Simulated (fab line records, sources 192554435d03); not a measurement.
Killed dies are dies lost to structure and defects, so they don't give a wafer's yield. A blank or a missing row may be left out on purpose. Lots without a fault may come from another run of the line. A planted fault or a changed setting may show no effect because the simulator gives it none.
Chamber matching | flow n5_finfet | N5_BEOL_M4_CMP_52 on cmp-02: 4 sister chambers
The step polishes, stops on SiOC, t overpolish 6.8 s, target thk 40 nm. 14 wafers are shown with their chamber, then 7 later ones without.

WAFERS WITH THEIR CHAMBER
wafer  | chamber | motor_current_A (A) | time_to_endpoint_s (s) | barrier_field_endpoint_s (s)
L075.1 | 1       | 6.1                 | 66.8                   | 25.3
L075.4 | 2       | 5.2                 | 60.8                   | 24.6
L075.6 | 2       | 5.4                 | 61.6                   | 24.3
L081.1 | 1       | 6.2                 | 64.6                   | 24.6
L081.4 | 0       | 5.4                 | 62.5                   | 24.3
L081.6 | 1       | 6.3                 | 63.5                   | 24.2
L083.1 | 0       | 5.1                 | 59.3                   | 24.7
L083.2 | 2       | 5.2                 | 62.1                   | 24.5
L083.3 | 1       | 6.2                 | 64.7                   | 25.7
L091.1 | 1       | 6.4                 | 66.8                   | 26.3
L091.4 | 2       | 5.5                 | 64.1                   | 24.0
L091.6 | 3       | 5.5                 | 66.6                   | 25.6
L090.1 | 1       | 6.2                 | 66.7                   | 25.7
L090.3 | 0       | 5.2                 | 59.4                   | 24.3

SIGNATURES (means of the wafers above)
reading                  | chamber 0 | chamber 1 | chamber 2 | chamber 3 | scatter within a chamber
motor_current_A          | 5.233     | 6.233     | 5.325     | 5.500     | 0.129
time_to_endpoint_s       | 60.400    | 65.517    | 62.150    | 66.600    | 1.51
barrier_field_endpoint_s | 24.433    | 25.300    | 24.350    | 25.600    | 0.578
Rule: a wafer's distance from a chamber is the root of the sum, over the readings, of the square of ((its reading less the chamber's mean) divided by the reading's scatter). The wafer belongs to the nearest chamber; if the next one is less than 2 further off, it can't be placed. The scatter: the root of (the sum of the squares of (reading less its chamber's mean) over the shown wafers, divided by (wafers less chambers)).

WAFERS WITHOUT THEIR CHAMBER
wafer  | motor_current_A (A) | time_to_endpoint_s (s) | barrier_field_endpoint_s (s)
L090.6 | 5.5                 | 62.7                   | 26.0
L093.1 | 6.3                 | 64.8                   | 25.8
L093.3 | 5.6                 | 63.8                   | 25.5
L093.5 | 5.6                 | 61.5                   | 24.6
L096.3 | 5.3                 | 64.4                   | 24.7
L096.4 | 6.3                 | 66.5                   | 25.9
L096.5 | 6.3                 | 66.4                   | 25.5

WHICH CHAMBER EACH WENT THROUGH
wafer  | from the rows above          | in truth
L090.6 | can't be placed: 3 or 2 or 0 | 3
L093.1 | 1                            | 1
L093.3 | can't be placed: 3 or 2      | 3
L093.5 | can't be placed: 2 or 0 or 3 | 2
L096.3 | can't be placed: 2 or 3 or 0 | 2
L096.4 | 1                            | 1
L096.5 | 1                            | 1
Placed correctly: 3 of 7. Can't be placed from these rows: 4 (the true chamber is among the candidates in 4). Placed wrongly: 0.
